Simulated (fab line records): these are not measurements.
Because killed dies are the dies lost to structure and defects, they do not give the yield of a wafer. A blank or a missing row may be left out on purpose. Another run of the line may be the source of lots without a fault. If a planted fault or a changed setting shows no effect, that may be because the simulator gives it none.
Matching of chambers + flow n5Finfet + 4 sister chambers for N5_BEOL_M12_TRENCH_ETCH_34 on rieDiel-02
The step etches SiOC in C4F8/O2/Ar, target depth 318.95 nm, time 125.5 s. 8 wafers are shown with their chamber, then 9 later ones without.

EACH WAFER AND ITS CHAMBER
| wafer  | chamber | showerheadPlenumPTorr (Torr) | throttleValvePct (%) |
|--------|---------|------------------------------|----------------------|
| L079.4 | 3       | 3.24                         | 23.87                |
| L079.6 | 1       | 3.34                         | 24.25                |
| L075.1 | 3       | 3.24                         | 23.87                |
| L075.4 | 2       | 3.37                         | 24.08                |
| L075.5 | 0       | 3.61                         | 23.71                |
| L089.1 | 0       | 3.60                         | 23.75                |
| L089.3 | 2       | 3.36                         | 24.12                |
| L089.4 | 1       | 3.33                         | 24.27                |

WAFERS MISSING THEIR CHAMBER
| wafer  | showerheadPlenumPTorr (Torr) | throttleValvePct (%) |
|--------|------------------------------|----------------------|
| L094.2 | 3.36                         | 24.11                |
| L094.3 | 3.33                         | 24.29                |
| L094.6 | 3.35                         | 24.12                |
| L090.1 | 3.35                         | 24.13                |
| L090.2 | 3.33                         | 24.30                |
| L090.6 | 3.35                         | 24.12                |
| L097.3 | 3.61                         | 23.65                |
| L097.5 | 3.32                         | 24.31                |
| L097.6 | 3.34                         | 24.13                |

WHICH CHAMBER EACH WENT THROUGH
| wafer  | from the rows above     | in truth                   |
|--------|-------------------------|----------------------------|
| L094.2 | 2                       | 2                          |
| L094.3 | 1                       | 1                          |
| L094.6 | 2                       | 2                          |
| L090.1 | 2                       | 2                          |
| L090.2 | 1                       | 1                          |
| L090.6 | 2                       | 2                          |
| L097.3 | 0                       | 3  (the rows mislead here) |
| L097.5 | 1                       | 1                          |
| L097.6 | can't be placed: 2 or 1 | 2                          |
Placed correctly: 7 of 9. Can't be placed from these rows: 1 (the true chamber is among the candidates in 1). Wrongly placed: 1.
How it was worked out, from the rows above alone: a wafer's distance from a chamber is the root of the sum, over the readings, of the square of ((its reading less the chamber's mean) divided by the reading's scatter). If the next closest chamber is less than 2 further off than the closest, the wafer can't be placed; otherwise it belongs to the closest. A chamber's mean is the mean of its shown wafers. The scatter: take each reading less its chamber's mean, square it, sum over the shown wafers, divide by the number of wafers less the number of chambers, and take the root.
